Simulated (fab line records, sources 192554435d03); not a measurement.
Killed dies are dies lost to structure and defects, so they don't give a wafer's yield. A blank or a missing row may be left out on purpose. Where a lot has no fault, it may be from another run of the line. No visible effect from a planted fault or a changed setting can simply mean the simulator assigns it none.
A single fault, viewed from 2 desks    flow n5-finfet    each desk holds nothing but its own numbers, with what lay behind them at the end

METROLOGY DESK
Lot by lot, what the gauges showed, no matter which tool ran the lot: averages of those sampled wafers that carry a number. Any lot whose mean is over 4 standard deviations away from the usual mean is out of limits and marked OUT; that distance is given in the brackets. Of its 10 readings 7 are shown: those that lie furthest out on some lot.
Columns: A = DIBL_N at N5_BEOL_M4_RC_MEAS_101, usual 36.0 mV/V; B = DIBL_P at N5_BEOL_M4_RC_MEAS_101, usual 36.0 mV/V; C = IOFF_N at N5_BEOL_M4_RC_MEAS_101, usual 0.155 nA/um; D = IOFF_P at N5_BEOL_M4_RC_MEAS_101, usual 0.20 nA/um; E = ION_N at N5_BEOL_M4_RC_MEAS_101, usual 672 uA/um; F = SS_N at N5_BEOL_M4_RC_MEAS_101, usual 71.5 mV/dec; G = SS_P at N5_BEOL_M4_RC_MEAS_101, usual 73.2 mV/dec
lot   first seen here  A     B     C      D     E    F     G
L587  day 8 17:25      35.1  34.1  0.118  0.18  664  71.1  73.0
L589  day 8 19:07      39.1  39.8  0.208  0.27  694  71.5  73.7
L588  day 8 19:13      35.5  35.3  0.158  0.22  667  71.8  72.7
L591  day 9 22:37      40.5  40.1  0.216  0.27  680  72.5  74.4
L592  day 10 05:05     36.8  35.1  0.156  0.18  678  71.1  73.1
L597  day 10 21:57     36.0  35.2  0.151  0.20  671  71.7  72.8
L595  day 11 00:58     35.4  36.6  0.148  0.21  675  71.2  73.8
L596  day 11 04:49     34.7  34.8  0.151  0.21  677  71.2  72.9
L599  day 11 06:49     35.8  35.6  0.170  0.20  675  71.8  73.6
L607  day 14 00:02     33.6  33.1  0.129  0.18  668  71.0  72.4
This desk's finding: nothing out of limits on any of the 10 lots.

FOR THE TOOL OWNER'S DESK: euv-scanner-01
The tool's own readings at N5_BEOL_M1_EXPOSE_08 (exposes mask M1): means of the sampled wafers that have a number, for each lot that ran on this tool. Any lot whose mean is over 4 standard deviations away from the usual mean is out of limits and marked OUT; that distance is given in the brackets.
Columns: A = exposure-dose-mJ-cm2 at N5_BEOL_M1_EXPOSE_08, usual 32.97
lot   first seen here  A
L588  day 6 18:55      32.98
L589  day 6 20:03      33.03
L591  day 7 14:43      32.96
L592  day 8 13:29      31.88 (-27) OUT
L595  day 8 13:31      31.87 (-27) OUT
L597  day 8 18:10      32.23 (-18) OUT
L596  day 8 18:22      32.35 (-15) OUT
This desk finds L592, L595, L596, L597 out of limits, L592 being first, at day 8 13:29 (exposure-dose-mJ-cm2 at N5_BEOL_M1_EXPOSE_08). L588, L589, L591: within limits.

BROUGHT TOGETHER
An alarm could have come from the tool owner's desk at day 8 13:29, on L592, L595, L596, L597.
From the metrology desk's view, nothing was out of limits.
The metrology desk holds a record of L592, L595, L596, L597, inside its limits.
N5_BEOL_M1_EXPOSE_08 was run on euv-scanner-01 by each of the lots named.

WHAT THE SIMULATOR PUT IN
Process parameters drifting: euv-scanner-01 at N5_BEOL_M1_EXPOSE_08, beginning at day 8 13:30. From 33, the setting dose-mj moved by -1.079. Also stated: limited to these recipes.
Lots struck among those shown: L592, L595, L596, L597.
